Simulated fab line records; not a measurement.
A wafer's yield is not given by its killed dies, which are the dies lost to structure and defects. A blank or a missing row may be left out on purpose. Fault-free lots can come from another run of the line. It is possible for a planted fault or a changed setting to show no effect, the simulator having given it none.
The tool behind it: which one? || flow nandHarc || 10 lots, 30 wafers sampled, at 7 steps of a route of 1159

## WHAT EACH GAUGE READ, for each wafer
NHARC_A_CHANNEL_HOLE_D1_CD_MEAS_10: target cd 100 nm.
{"lot": "L580", "measured": "day 8 21:11", "on": "cdSem-02", "cdNm (nm)": "99.9 99.3 99.8"}
{"lot": "L585", "measured": "day 10 10:12", "on": "cdSem-02", "cdNm (nm)": "99.7 99.5 99.6"}
{"lot": "L591", "measured": "day 11 15:03", "on": "cdSem-01", "cdNm (nm)": "100.7 100.6 100.0"}
{"lot": "L594", "measured": "day 12 09:56", "on": "cdSem-03", "cdNm (nm)": "102.9 102.5 103.0"}
{"lot": "L593", "measured": "day 12 11:38", "on": "cdSem-03", "cdNm (nm)": "102.8 102.3 102.9"}
{"lot": "L595", "measured": "day 12 11:29", "on": "cdSem-01", "cdNm (nm)": "99.9 100.1 100.7"}
{"lot": "L596", "measured": "day 12 09:38", "on": "cdSem-01", "cdNm (nm)": "100.2 100.0 99.8"}
{"lot": "L599", "measured": "day 13 07:41", "on": "cdSem-03", "cdNm (nm)": "100.1 99.9 99.5"}
{"lot": "L600", "measured": "day 13 07:50", "on": "cdSem-03", "cdNm (nm)": "99.7 100.1 100.4"}
{"lot": "L602", "measured": "day 13 16:32", "on": "cdSem-01", "cdNm (nm)": "100.7 100.6 100.2"}

NHARC_A_CHANNEL_HOLE_D1_CD_MEAS_30.
{"lot": "L580", "measured": "day 9 07:34", "on": "cdSem-03", "cdNm (nm)": "88.7 88.9 89.4"}
{"lot": "L585", "measured": "day 10 17:07", "on": "cdSem-02", "cdNm (nm)": "88.8 88.7 89.0"}
{"lot": "L591", "measured": "day 11 22:05", "on": "cdSem-03", "cdNm (nm)": "90.1 91.4 89.6"}
{"lot": "L594", "measured": "day 12 20:41", "on": "cdSem-02", "cdNm (nm)": "93.1 92.1 93.5"}
{"lot": "L593", "measured": "day 13 00:52", "on": "cdSem-01", "cdNm (nm)": "92.5 92.3 93.2"}
{"lot": "L595", "measured": "day 12 20:59", "on": "cdSem-03", "cdNm (nm)": "89.6 90.1 89.5"}
{"lot": "L596", "measured": "day 12 16:30", "on": "cdSem-02", "cdNm (nm)": "89.7 89.5 88.4"}
{"lot": "L599", "measured": "day 13 14:36", "on": "cdSem-02", "cdNm (nm)": "89.6 90.2 90.0"}
{"lot": "L600", "measured": "day 13 15:01", "on": "cdSem-02", "cdNm (nm)": "91.0 89.2 91.2"}
{"lot": "L602", "measured": "day 13 23:23", "on": "cdSem-02", "cdNm (nm)": "90.2 91.0 89.1"}

NHARC_A_CHANNEL_HOLE_D1_INSPECT_40.
{"lot": "L580", "measured": "day 9 07:44", "on": "defectInspect-01", "rawDefectCount": "93 45 77"}
{"lot": "L585", "measured": "day 10 17:19", "on": "defectInspect-01", "rawDefectCount": "67 75 63"}
{"lot": "L591", "measured": "day 11 22:16", "on": "defectInspect-02", "rawDefectCount": "50 32 54"}
{"lot": "L594", "measured": "day 12 20:52", "on": "defectInspect-01", "rawDefectCount": "49 59 48"}
{"lot": "L593", "measured": "day 13 01:03", "on": "defectInspect-02", "rawDefectCount": "60 66 45"}
{"lot": "L595", "measured": "day 12 21:10", "on": "defectInspect-02", "rawDefectCount": "58 73 52"}
{"lot": "L596", "measured": "day 12 16:41", "on": "defectInspect-01", "rawDefectCount": "59 61 41"}
{"lot": "L599", "measured": "day 13 14:47", "on": "defectInspect-01", "rawDefectCount": "91 70 87"}
{"lot": "L600", "measured": "day 13 15:13", "on": "defectInspect-01", "rawDefectCount": "43 56 29"}
{"lot": "L602", "measured": "day 13 23:34", "on": "defectInspect-01", "rawDefectCount": "45 73 46"}

## WHAT TOOL EACH LOT RAN ON (gives the tool, then ch and the chambers of the sampled wafers, and finally the start)
{"lot": "L580", "NHARC_A_ZERO_WELL_DESCUM_12": "rieDiel-12 ch 1,2, day 7 04:07", "NHARC_A_CHANNEL_HOLE_D1_PEB_08": "lithoTrack-04 ch 0, day 8 21:07", "NHARC_A_CHANNEL_HOLE_D1_ETCH_38": "rieDiel-05 ch 1,2, day 8 21:32", "NHARC_A_CHANNEL_HOLE_D1_XSEM_31": "xsem-01 ch 0, day 9 07:40"}
{"lot": "L585", "NHARC_A_ZERO_WELL_DESCUM_12": "rieDiel-12 ch 1,2, day 8 03:20", "NHARC_A_CHANNEL_HOLE_D1_PEB_08": "lithoTrack-01 ch 0, day 10 10:07", "NHARC_A_CHANNEL_HOLE_D1_ETCH_38": "rieDiel-09 ch 1,2, day 10 10:29", "NHARC_A_CHANNEL_HOLE_D1_XSEM_31": "xsem-01 ch 0, day 10 17:13"}
{"lot": "L591", "NHARC_A_ZERO_WELL_DESCUM_12": "rieDiel-02 ch 1,2, day 10 02:37", "NHARC_A_CHANNEL_HOLE_D1_PEB_08": "lithoTrack-04 ch 0, day 11 14:58", "NHARC_A_CHANNEL_HOLE_D1_ETCH_38": "rieDiel-05 ch 0,3, day 11 15:19", "NHARC_A_CHANNEL_HOLE_D1_XSEM_31": "xsem-01 ch 0, day 11 22:10"}
{"lot": "L594", "NHARC_A_ZERO_WELL_DESCUM_12": "rieDiel-06 ch 0,1,2, day 10 14:43", "NHARC_A_CHANNEL_HOLE_D1_PEB_08": "lithoTrack-06 ch 0, day 12 09:51", "NHARC_A_CHANNEL_HOLE_D1_ETCH_38": "rieDiel-05 ch 1,3, day 12 10:14", "NHARC_A_CHANNEL_HOLE_D1_XSEM_31": "xsem-02 ch 0, day 12 20:46"}
{"lot": "L593", "NHARC_A_ZERO_WELL_DESCUM_12": "rieDiel-02 ch 0,2, day 10 15:55", "NHARC_A_CHANNEL_HOLE_D1_PEB_08": "lithoTrack-06 ch 0, day 12 11:34", "NHARC_A_CHANNEL_HOLE_D1_ETCH_38": "rieDiel-05 ch 1,2, day 12 11:56", "NHARC_A_CHANNEL_HOLE_D1_XSEM_31": "xsem-02 ch 0, day 13 00:57"}
{"lot": "L595", "NHARC_A_ZERO_WELL_DESCUM_12": "rieDiel-12 ch 1,3, day 10 16:29", "NHARC_A_CHANNEL_HOLE_D1_PEB_08": "lithoTrack-04 ch 0, day 12 11:25", "NHARC_A_CHANNEL_HOLE_D1_ETCH_38": "rieDiel-07 ch 2,3, day 12 11:46", "NHARC_A_CHANNEL_HOLE_D1_XSEM_31": "xsem-01 ch 0, day 12 21:04"}
{"lot": "L596", "NHARC_A_ZERO_WELL_DESCUM_12": "rieDiel-12 ch 0,1,2, day 10 23:46", "NHARC_A_CHANNEL_HOLE_D1_PEB_08": "lithoTrack-04 ch 0, day 12 09:33", "NHARC_A_CHANNEL_HOLE_D1_ETCH_38": "rieDiel-09 ch 0,1,3, day 12 09:54", "NHARC_A_CHANNEL_HOLE_D1_XSEM_31": "xsem-02 ch 0, day 12 16:36"}
{"lot": "L599", "NHARC_A_ZERO_WELL_DESCUM_12": "rieDiel-12 ch 0,2,3, day 11 17:20", "NHARC_A_CHANNEL_HOLE_D1_PEB_08": "lithoTrack-04 ch 0, day 13 07:36", "NHARC_A_CHANNEL_HOLE_D1_ETCH_38": "rieDiel-07 ch 0,2,3, day 13 07:58", "NHARC_A_CHANNEL_HOLE_D1_XSEM_31": "xsem-01 ch 0, day 13 14:41"}
{"lot": "L600", "NHARC_A_ZERO_WELL_DESCUM_12": "rieDiel-02 ch 1,2,3, day 11 18:32", "NHARC_A_CHANNEL_HOLE_D1_PEB_08": "lithoTrack-04 ch 0, day 13 07:45", "NHARC_A_CHANNEL_HOLE_D1_ETCH_38": "rieDiel-09 ch 0,1,2, day 13 08:06", "NHARC_A_CHANNEL_HOLE_D1_XSEM_31": "xsem-01 ch 0, day 13 15:07"}
{"lot": "L602", "NHARC_A_ZERO_WELL_DESCUM_12": "rieDiel-02 ch 0,1,2, day 12 00:59", "NHARC_A_CHANNEL_HOLE_D1_PEB_08": "lithoTrack-01 ch 0, day 13 16:27", "NHARC_A_CHANNEL_HOLE_D1_ETCH_38": "rieDiel-07 ch 0,2,3, day 13 16:49", "NHARC_A_CHANNEL_HOLE_D1_XSEM_31": "xsem-01 ch 0, day 13 23:28"}
- NHARC_A_ZERO_WELL_DESCUM_12: chemistry O2, time 3 s.
- NHARC_A_CHANNEL_HOLE_D1_PEB_08: peb time 65 s.
- NHARC_A_CHANNEL_HOLE_D1_ETCH_38: etches the open film in CF4, target depth 39 nm, time 65 s.
- NHARC_A_CHANNEL_HOLE_D1_XSEM_31

## AS READ BY THE TOOLS THEMSELVES (means over the sampled wafers that have a number; for cases with no such wafer, the mark the record gives instead)
NHARC_A_ZERO_WELL_DESCUM_12.
{"lot": "L580", "tool": "rieDiel-12", "chamberPressureMTorr (mTorr)": 59.95, "drypumpMotorCurrentA (A)": 6.1, "oesProductAu (a.u.)": 0.997, "rfVppV (V)": 58.5, "showerheadPlenumPTorr (Torr)": 2.05, "throttleValvePct (%)": 11.321}
{"lot": "L585", "tool": "rieDiel-12", "chamberPressureMTorr (mTorr)": 59.98, "drypumpMotorCurrentA (A)": 5.5, "oesProductAu (a.u.)": 1.001, "rfVppV (V)": 58.1, "showerheadPlenumPTorr (Torr)": 2.03, "throttleValvePct (%)": 11.307}
{"lot": "L591", "tool": "rieDiel-02", "chamberPressureMTorr (mTorr)": 59.96, "drypumpMotorCurrentA (A)": 6.0, "oesProductAu (a.u.)": 1.008, "rfVppV (V)": 57.5, "showerheadPlenumPTorr (Torr)": 1.95, "throttleValvePct (%)": 11.310}
{"lot": "L594", "tool": "rieDiel-06", "chamberPressureMTorr (mTorr)": 60.00, "drypumpMotorCurrentA (A)": 5.5, "oesProductAu (a.u.)": 1.005, "rfVppV (V)": 57.9, "showerheadPlenumPTorr (Torr)": 1.88, "throttleValvePct (%)": 11.315}
{"lot": "L593", "tool": "rieDiel-02", "chamberPressureMTorr (mTorr)": 60.00, "drypumpMotorCurrentA (A)": 5.9, "oesProductAu (a.u.)": 1.008, "rfVppV (V)": 57.6, "showerheadPlenumPTorr (Torr)": 1.82, "throttleValvePct (%)": 11.317}
{"lot": "L595", "tool": "rieDiel-12", "chamberPressureMTorr (mTorr)": 60.00, "drypumpMotorCurrentA (A)": 5.7, "oesProductAu (a.u.)": 1.001, "rfVppV (V)": 57.5, "showerheadPlenumPTorr (Torr)": 1.91, "throttleValvePct (%)": 11.318}
{"lot": "L596", "tool": "rieDiel-12", "chamberPressureMTorr (mTorr)": 60.04, "drypumpMotorCurrentA (A)": 6.1, "oesProductAu (a.u.)": 1.004, "rfVppV (V)": 57.9, "showerheadPlenumPTorr (Torr)": 2.04, "throttleValvePct (%)": 11.297}
{"lot": "L599", "tool": "rieDiel-12", "chamberPressureMTorr (mTorr)": 59.96, "drypumpMotorCurrentA (A)": 5.7, "oesProductAu (a.u.)": 0.998, "rfVppV (V)": 58.2, "showerheadPlenumPTorr (Torr)": 1.96, "throttleValvePct (%)": 11.311}
{"lot": "L600", "tool": "rieDiel-02", "chamberPressureMTorr (mTorr)": 59.96, "drypumpMotorCurrentA (A)": 5.9, "oesProductAu (a.u.)": 1.010, "rfVppV (V)": 58.7, "showerheadPlenumPTorr (Torr)": 1.93, "throttleValvePct (%)": 11.314}
{"lot": "L602", "tool": "rieDiel-02", "chamberPressureMTorr (mTorr)": 60.02, "drypumpMotorCurrentA (A)": 6.0, "oesProductAu (a.u.)": 1.004, "rfVppV (V)": 57.2, "showerheadPlenumPTorr (Torr)": 1.89, "throttleValvePct (%)": 11.315}

NHARC_A_CHANNEL_HOLE_D1_ETCH_38.
{"lot": "L580", "tool": "rieDiel-05", "chamberPressureMTorr (mTorr)": 49.98, "drypumpMotorCurrentA (A)": 5.8, "oesProductAu (a.u.)": 1.001, "rfVppV (V)": 151.4, "showerheadPlenumPTorr (Torr)": 1.76, "throttleValvePct (%)": 13.288}
{"lot": "L585", "tool": "rieDiel-09", "chamberPressureMTorr (mTorr)": 49.99, "drypumpMotorCurrentA (A)": 5.7, "oesProductAu (a.u.)": 0.987, "rfVppV (V)": 151.3, "showerheadPlenumPTorr (Torr)": 1.74, "throttleValvePct (%)": 13.275}
{"lot": "L591", "tool": "rieDiel-05", "chamberPressureMTorr (mTorr)": 50.00, "drypumpMotorCurrentA (A)": 5.3, "oesProductAu (a.u.)": 1.005, "rfVppV (V)": 150.1, "showerheadPlenumPTorr (Torr)": 1.69, "throttleValvePct (%)": 13.279}
{"lot": "L594", "tool": "rieDiel-05", "chamberPressureMTorr (mTorr)": 49.96, "drypumpMotorCurrentA (A)": 5.4, "oesProductAu (a.u.)": 1.001, "rfVppV (V)": 151.0, "showerheadPlenumPTorr (Torr)": 1.74, "throttleValvePct (%)": 13.284}
{"lot": "L593", "tool": "rieDiel-05", "chamberPressureMTorr (mTorr)": 49.97, "drypumpMotorCurrentA (A)": 6.1, "oesProductAu (a.u.)": 1.010, "rfVppV (V)": 151.3, "showerheadPlenumPTorr (Torr)": 1.81, "throttleValvePct (%)": 13.285}
{"lot": "L595", "tool": "rieDiel-07", "chamberPressureMTorr (mTorr)": 49.96, "drypumpMotorCurrentA (A)": 6.0, "oesProductAu (a.u.)": 0.998, "rfVppV (V)": 150.3, "showerheadPlenumPTorr (Torr)": 1.74, "throttleValvePct (%)": 13.292}
{"lot": "L596", "tool": "rieDiel-09", "chamberPressureMTorr (mTorr)": 49.98, "drypumpMotorCurrentA (A)": 5.5, "oesProductAu (a.u.)": 0.990, "rfVppV (V)": 153.5, "showerheadPlenumPTorr (Torr)": 1.81, "throttleValvePct (%)": 13.286}
{"lot": "L599", "tool": "rieDiel-07", "chamberPressureMTorr (mTorr)": 50.00, "drypumpMotorCurrentA (A)": 5.9, "oesProductAu (a.u.)": 0.999, "rfVppV (V)": 150.8, "showerheadPlenumPTorr (Torr)": 1.74, "throttleValvePct (%)": 13.282}
{"lot": "L600", "tool": "rieDiel-09", "chamberPressureMTorr (mTorr)": 50.01, "drypumpMotorCurrentA (A)": 5.6, "oesProductAu (a.u.)": 0.989, "rfVppV (V)": 151.3, "showerheadPlenumPTorr (Torr)": 1.80, "throttleValvePct (%)": 13.282}
{"lot": "L602", "tool": "rieDiel-07", "chamberPressureMTorr (mTorr)": 50.00, "drypumpMotorCurrentA (A)": 5.9, "oesProductAu (a.u.)": 0.999, "rfVppV (V)": 151.4, "showerheadPlenumPTorr (Torr)": 1.74, "throttleValvePct (%)": 13.289}

NHARC_A_CHANNEL_HOLE_D1_XSEM_31.
{"lot": "L580", "tool": "xsem-01", "botCdNm (nm)": 73.8, "bowNm (nm)": 8.66, "tiltDeg (degrees)": 0.09}
{"lot": "L585", "tool": "xsem-01", "botCdNm (nm)": 73.7, "bowNm (nm)": 9.22, "tiltDeg (degrees)": 0.10}
{"lot": "L591", "tool": "xsem-01", "botCdNm (nm)": 75.4, "bowNm (nm)": 8.98, "tiltDeg (degrees)": 0.08}
{"lot": "L594", "tool": "xsem-02", "botCdNm (nm)": 77.5, "bowNm (nm)": 8.39, "tiltDeg (degrees)": 0.09}
{"lot": "L593", "tool": "xsem-02", "botCdNm (nm)": 77.1, "bowNm (nm)": 8.58, "tiltDeg (degrees)": 0.13}
{"lot": "L595", "tool": "xsem-01", "botCdNm (nm)": 74.1, "bowNm (nm)": 8.59, "tiltDeg (degrees)": 0.03}
{"lot": "L596", "tool": "xsem-02", "botCdNm (nm)": 74.7, "bowNm (nm)": 9.11, "tiltDeg (degrees)": 0.11}
{"lot": "L599", "tool": "xsem-01", "botCdNm (nm)": 74.8, "bowNm (nm)": 8.39, "tiltDeg (degrees)": 0.05}
{"lot": "L600", "tool": "xsem-01", "botCdNm (nm)": 75.7, "bowNm (nm)": 8.60, "tiltDeg (degrees)": 0.08}
{"lot": "L602", "tool": "xsem-01", "botCdNm (nm)": 74.4, "bowNm (nm)": 8.33, "tiltDeg (degrees)": 0.06}

## THE ANSWER, worked out from the rows above alone
Rule: what is usual is taken from the lots themselves. Put in order of their means at a reading, lots are off if they are a third of the lots or fewer, leave a main group of 4 or more, and stand apart from it by a gap of 3 or more times the standard deviation of the main group's means; of several such gaps the widest counts. A main group is skipped when, at the precision printed for the reading in the tables above, its means are all equal. A lot without any number at a reading at which 4 lots or more have one is off too. The other lots that the step has rows for count as sound. First the gauges in route order, then the tools' own readings, where a lot's mean is used as printed above. The first step at which some lot is off is used, and at that step the reading that is off furthest; a lot without a number counts as furthest.
Off at NHARC_A_CHANNEL_HOLE_D1_CD_MEAS_10 (cdNm): L594, L593. For the main group the mean is 100.0 nm and the standard deviation 0.31.
If a tool, at a process step before that reading, ran all the lots that are off and no sound lot after the first of them, it fits. The gauges at NHARC_A_CHANNEL_HOLE_D1_CD_MEAS_10 aren't tried: what is off there is off at NHARC_A_CHANNEL_HOLE_D1_CD_MEAS_30 too, on other tools, and a gauge's error can't cause that. One candidate fits, namely lithoTrack-06 at NHARC_A_CHANNEL_HOLE_D1_PEB_08. It ran no sound lot before its first lot that is off in this sample, so the start can't be narrowed down.

## WHAT THE SIMULATOR HAD PUT IN
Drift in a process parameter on lithoTrack-06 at NHARC_A_CHANNEL_HOLE_D1_PEB_08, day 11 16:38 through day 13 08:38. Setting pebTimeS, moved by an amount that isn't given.
Struck lots among those shown: L594, L593. The rule above reached the same finding.
